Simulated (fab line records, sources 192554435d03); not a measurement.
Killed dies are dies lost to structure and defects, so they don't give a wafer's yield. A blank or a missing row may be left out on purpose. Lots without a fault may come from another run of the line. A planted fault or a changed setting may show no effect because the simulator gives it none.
Which tool did it? | flow n5_finfet | 9 lots, 26 wafers sampled, at 5 steps of a route of 1938

WHAT THE GAUGES READ, wafer by wafer
N5_BEOL_M4_RC_MEAS_101. Usual: DIBL_N 36.2 mV/V, standard deviation 2; DIBL_P 36.1 mV/V, standard deviation 2.4; IOFF_N 0.16 nA/um, standard deviation 0.035; IOFF_P 0.22 nA/um, standard deviation 0.041; ION_N 675 uA/um, standard deviation 14; ION_P 465 uA/um, standard deviation 8.6; SS_N 71.5 mV/dec, standard deviation 0.64; SS_P 73.2 mV/dec, standard deviation 0.76; VT_N 250 mV, standard deviation 3.9; VT_P -249 mV, standard deviation 3.4.
lot  | measured     | on        | DIBL_N (mV/V)  | DIBL_P (mV/V)  | IOFF_N (nA/um) | IOFF_P (nA/um) | ION_N (uA/um) | ION_P (uA/um) | SS_N (mV/dec)  | SS_P (mV/dec)  | VT_N (mV)   | VT_P (mV)      | flag
L401 | day 8 07:03  | prober-02 | 38.0 38.1      | 37.1 37.0      | 0.19 0.19      | 0.23 0.22      | 692 686       | 470 465       | 72.1 71.9      | 73.5 73.8      | 247 249     | -248 -252      |
L403 | day 8 09:48  | prober-01 | 36.6 35.3 35.0 | 36.9 34.8 34.3 | 0.16 0.14 0.13 | 0.21 0.18 0.19 | 677 687 670   | 460 471 463   | 71.8 70.9 71.4 | 72.8 72.4 72.1 | 248 249 249 | -249 -251 -249 |
L405 | day 9 07:08  | prober-02 | 32.9 34.0 33.6 | 33.1 35.1 35.0 | 0.10 0.12 0.10 | 0.15 0.18 0.17 | 650 658 643   | 449 463 454   | 71.1 71.1 70.4 | 71.9 72.5 73.3 | 256 254 257 | -252 -250 -252 |
L406 | day 9 17:11  | prober-02 | 38.1 38.1 37.6 | 38.2 38.2 37.4 | 0.18 0.17 0.17 | 0.24 0.24 0.23 | 681 670 672   | 465 457 463   | 72.1 72.8 72.0 | 74.5 73.7 73.8 | 247 251 248 | -249 -247 -251 |
L407 | day 9 14:08  | prober-01 | 34.8 35.7 35.7 | 34.5 36.2 36.0 | 0.13 0.16 0.16 | 0.20 0.22 0.23 | 665 680 675   | 456 470 476   | 71.7 71.5 71.6 | 72.6 73.6 72.8 | 248 248 249 | -251 -246 -249 |
L411 | day 10 10:59 | prober-02 | 36.6 39.9 39.2 | 35.6 38.2 39.2 | 0.15 0.20 0.21 | 0.20 0.24 0.23 | 679 688 693   | 463 464 468   | 71.3 72.2 72.0 | 73.9 74.2 74.3 | 250 248 246 | -251 -248 -249 |
L418 | day 12 08:17 | prober-02 | 34.9 38.7 40.8 | 33.2 37.5 40.7 | 0.13 0.19 0.24 | 0.18 0.24 0.28 | 677 674 703   | 466 463 472   | 70.9 72.2 72.0 | 72.7 74.4 74.0 | 251 248 243 | -251 -247 -247 |
L422 | day 13 07:56 | prober-02 | 35.1 39.0 39.5 | 34.5 38.9 40.1 | 0.12 0.17 0.18 | 0.15 0.20 0.21 | 673 664 679   | 450 453 456   | 70.5 72.7 72.6 | 73.3 74.4 73.8 | 255 254 256 | -255 -252 -253 |
L424 | day 14 02:49 | prober-01 | 36.4 36.0 33.9 | 36.3 36.5 33.8 | 0.15 0.14 0.12 | 0.18 0.18 0.16 | 654 671 669   | 446 454 458   | 71.6 71.5 70.8 | 73.3 73.3 71.7 | 257 254 254 | -255 -254 -256 |

WHICH TOOL RAN EACH LOT (tool, then ch and the chambers of the sampled wafers, then the start)
lot  | N5_FIN_SAQP_ETCH_51               | N5_FIN_SAQP_ETCH_67               | N5_FIN_SAQP_MANDREL2_REMOVE_60  | N5_FIN_SAQP_FIN_ETCH_36
L401 | rie_diel-03 ch 2,3, day 1 23:30   | rie_diel-01 ch 0, day 2 02:17     | rie_si-05 ch 0,2, day 2 03:22   | rie_si-02 ch 0, day 2 03:49
L403 | rie_diel-03 ch 0,1,3, day 2 10:42 | rie_diel-01 ch 1,2,3, day 2 13:37 | rie_si-04 ch 0,2,3, day 2 14:22 | rie_si-02 ch 1,2,3, day 2 14:49
L405 | rie_diel-04 ch 0,1,3, day 2 21:26 | rie_diel-03 ch 0,1,3, day 3 00:28 | rie_si-04 ch 0,2,3, day 3 02:01 | rie_si-02 ch 0,1,2, day 3 02:28
L406 | rie_diel-04 ch 0,1, day 3 03:45   | rie_diel-03 ch 1,2,3, day 3 06:47 | rie_si-05 ch 1,2, day 3 07:43   | rie_si-02 ch 0,2, day 3 08:24
L407 | rie_diel-03 ch 1,2, day 3 09:26   | rie_diel-03 ch 1,3, day 3 12:11   | rie_si-04 ch 0,2, day 3 12:50   | rie_si-02 ch 2,3, day 3 13:17
L411 | rie_diel-04 ch 0,3, day 4 10:24   | rie_diel-03 ch 1,3, day 4 13:16   | rie_si-04 ch 0,1,3, day 4 13:58 | rie_si-02 ch 0,1, day 4 14:27
L418 | rie_diel-03 ch 2,3, day 6 06:32   | rie_diel-04 ch 0,1,2, day 6 09:17 | rie_si-04 ch 1,2,3, day 6 09:57 | rie_si-05 ch 0,1, day 6 10:31
L422 | rie_diel-04 ch 0,1, day 7 04:22   | rie_diel-01 ch 0,3, day 7 07:12   | rie_si-05 ch 0,2, day 7 07:52   | rie_si-02 ch 1,3, day 7 08:18
L424 | rie_diel-01 ch 1,2,3, day 7 16:08 | rie_diel-03 ch 0,1,3, day 7 19:34 | rie_si-02 ch 0,2,3, day 7 20:13 | rie_si-05 ch 0,1,3, day 7 20:40
- N5_FIN_SAQP_ETCH_51: etches SiARC in CF4, target depth 45.5 nm, time 75.8 s.
- N5_FIN_SAQP_ETCH_67: etches SiNx in CH3F/O2, target depth 30 nm.
- N5_FIN_SAQP_MANDREL2_REMOVE_60: chemistry HBr/Cl2/O2, target a-Si, stops on SiNx, bt time 10 s.
- N5_FIN_SAQP_FIN_ETCH_36: etches the open film in HBr/Cl2/O2, target depth 120 nm, time 50.4 s.

WHAT THE TOOLS THEMSELVES READ (means of the sampled wafers that have a number; where no wafer has one, the mark that the record gives instead)
N5_FIN_SAQP_ETCH_51. Usual: bias_w 36.01 W, standard deviation 0.1; drypump_motor_current_A 5.6 A, standard deviation 0.41; etch_rf_on_time_s 74.8 s, standard deviation 1.7; oes_product_au 0.66 a.u., standard deviation 0.073; rf_vpp_V 184.0 V, standard deviation 0.96; showerhead_plenum_p_Torr 2.13 Torr, standard deviation 0.047; throttle_valve_pct 15.60 %, standard deviation 0.26.
lot  | tool        | bias_w (W) | drypump_motor_current_A (A) | etch_rf_on_time_s (s) | oes_product_au (a.u.) | rf_vpp_V (V) | showerhead_plenum_p_Torr (Torr) | throttle_valve_pct (%) | flag
L401 | rie_diel-03 | 36.01      | 5.6                         | 74.8                  | 0.61                  | 184.9        | 2.15                            | 15.66                  |
L403 | rie_diel-03 | 36.01      | 5.6                         | 75.3                  | 0.62                  | 184.6        | 2.15                            | 15.77                  |
L405 | rie_diel-04 | 36.12      | 5.4                         | 74.9                  | 0.63                  | 183.0        | 2.09                            | 15.67                  |
L406 | rie_diel-04 | 35.82      | 5.6                         | 75.1                  | 0.60                  | 182.6        | 2.11                            | 15.77                  |
L407 | rie_diel-03 | 36.03      | 5.5                         | 74.2                  | 0.60                  | 184.3        | 2.18                            | 15.55                  |
L411 | rie_diel-04 | 36.07      | 5.7                         | 75.8                  | 0.65                  | 184.3        | 2.10                            | 15.63                  |
L418 | rie_diel-03 | 35.88      | 5.5                         | 74.2                  | 0.74                  | 183.7        | 2.15                            | 15.34                  |
L422 | rie_diel-04 | 35.97      | 5.9                         | 73.6                  | 0.68                  | 183.8        | 2.10                            | 15.59                  |
L424 | rie_diel-01 | 36.03      | 5.6                         | 74.8                  | 0.73                  | 184.7        | 2.17                            | 15.37                  |

N5_FIN_SAQP_ETCH_67. Usual: bias_w 73.02 W, standard deviation 0.2; drypump_motor_current_A 5.6 A, standard deviation 0.38; oes_ar_750_au 0.78 a.u., standard deviation 0.088; oes_f_703_au 0.79 a.u., standard deviation 0.089; oes_product_au 0.78 a.u., standard deviation 0.097; rf_vpp_V 293 V, standard deviation 6.6; showerhead_plenum_p_Torr 2.00 Torr, standard deviation 0.055; throttle_valve_pct 16.29 %, standard deviation 0.28.
lot  | tool        | bias_w (W) | drypump_motor_current_A (A) | oes_ar_750_au (a.u.) | oes_f_703_au (a.u.) | oes_product_au (a.u.) | rf_vpp_V (V) | showerhead_plenum_p_Torr (Torr) | throttle_valve_pct (%) | flag
L401 | rie_diel-01 | 73.08      | 5.7                         | 0.77                 | 0.79                | 0.78                  | 300          | 1.90                            | 16.25                  |
L403 | rie_diel-01 | 72.93      | 5.6                         | 0.80                 | 0.80                | 0.79                  | 290          | 2.05                            | 16.24                  |
L405 | rie_diel-03 | 72.79      | 5.6                         | 0.74                 | 0.76                | 0.73                  | 287          | 2.01                            | 16.55                  |
L406 | rie_diel-03 | 72.84      | 5.4                         | 0.72                 | 0.73                | 0.71                  | 292          | 2.02                            | 16.45                  |
L407 | rie_diel-03 | 72.92      | 5.2                         | 0.72                 | 0.75                | 0.70                  | 285          | 2.03                            | 16.60                  |
L411 | rie_diel-03 | 73.19      | 5.2                         | 0.71                 | 0.74                | 0.70                  | 285          | 2.02                            | 16.62                  |
L418 | rie_diel-04 | 72.90      | 5.7                         | 0.83                 | 0.83                | 0.84                  | 298          | 1.95                            | 16.16                  |
L422 | rie_diel-01 | 73.03      | 5.4                         | 0.73                 | 0.73                | 0.72                  | 296          | 2.02                            | 16.41                  |
L424 | rie_diel-03 | 73.05      | 5.6                         | 0.79                 | 0.82                | 0.78                  | 287          | 2.00                            | 16.48                  |

N5_FIN_SAQP_MANDREL2_REMOVE_60. Usual: drypump_motor_current_A 5.5 A, standard deviation 0.39; he_backside_leak_sccm 2.8 sccm, standard deviation 0.31; oes_product_au 1.007 a.u., standard deviation 0.019; throttle_valve_pct 36.6 %, standard deviation 0.32.
lot  | tool      | drypump_motor_current_A (A) | he_backside_leak_sccm (sccm) | oes_product_au (a.u.) | throttle_valve_pct (%) | flag
L401 | rie_si-05 | 5.7                         | 2.7                          | 1.007                 | 36.2                   |
L403 | rie_si-04 | 5.8                         | 2.8                          | 1.016                 | 36.7                   |
L405 | rie_si-04 | 5.8                         | 3.0                          | 1.006                 | 36.7                   |
L406 | rie_si-05 | 5.3                         | 2.7                          | 1.014                 | 36.5                   |
L407 | rie_si-04 | 5.7                         | 3.0                          | 1.026                 | 36.7                   |
L411 | rie_si-04 | 5.4                         | 2.8                          | 1.014                 | 36.9                   |
L418 | rie_si-04 | 5.7                         | 2.7                          | 1.005                 | 36.7                   |
L422 | rie_si-05 | 5.7                         | 2.7                          | 1.013                 | 36.3                   |
L424 | rie_si-02 | 5.5                         | 2.7                          | 0.979                 | 36.8                   |

N5_FIN_SAQP_FIN_ETCH_36. Usual: bias_w 102.0 W, standard deviation 0.31; drypump_motor_current_A 5.5 A, standard deviation 0.33; he_backside_leak_sccm 2.8 sccm, standard deviation 0.31; oes_product_au 1.000 a.u., standard deviation 0.027; throttle_valve_pct 36.07 %, standard deviation 0.29.
lot  | tool      | bias_w (W) | drypump_motor_current_A (A) | he_backside_leak_sccm (sccm) | oes_product_au (a.u.) | throttle_valve_pct (%) | flag
L401 | rie_si-02 | 101.6      | 5.7                         | 2.8                          | 0.991                 | 35.86                  |
L403 | rie_si-02 | 102.0      | 5.4                         | 2.8                          | 0.985                 | 36.28                  |
L405 | rie_si-02 | 102.1      | 5.5                         | 3.0                          | 1.007                 | 36.04                  |
L406 | rie_si-02 | 96.4       | 5.4                         | 2.9                          | 0.963                 | 35.98                  | OFF
L407 | rie_si-02 | 96.5       | 5.5                         | 2.5                          | 0.951                 | 36.39                  | OFF
L411 | rie_si-02 | 96.6       | 5.5                         | 3.2                          | 1.000                 | 36.15                  | OFF
L418 | rie_si-05 | 101.8      | 5.3                         | 2.8                          | 1.007                 | 35.50                  |
L422 | rie_si-02 | 102.0      | 5.5                         | 2.8                          | 0.981                 | 36.47                  |
L424 | rie_si-05 | 101.9      | 5.3                         | 2.8                          | 0.999                 | 35.61                  |

THE ANSWER, worked out from the rows above alone
Rule: a lot is off if the mean of its wafers that have a number lies more than 3 standard deviations from the usual mean. A lot without any number at a reading at which 4 lots or more have one is off too. The other lots that the step has rows for count as sound. The gauges are gone through in route order, then the tools' own readings, and for those a lot's mean is taken as printed above. The first step at which some lot is off is used, and at that step the reading that is off furthest; a lot without a number counts as furthest.
Off: L406, L407, L411, at N5_FIN_SAQP_FIN_ETCH_36 (bias_w).
A tool fits if, at that step or a process step before it, it ran every lot that is off, and no sound lot after the first of them. None of those tried fits.

WHAT THE SIMULATOR HAD PUT IN
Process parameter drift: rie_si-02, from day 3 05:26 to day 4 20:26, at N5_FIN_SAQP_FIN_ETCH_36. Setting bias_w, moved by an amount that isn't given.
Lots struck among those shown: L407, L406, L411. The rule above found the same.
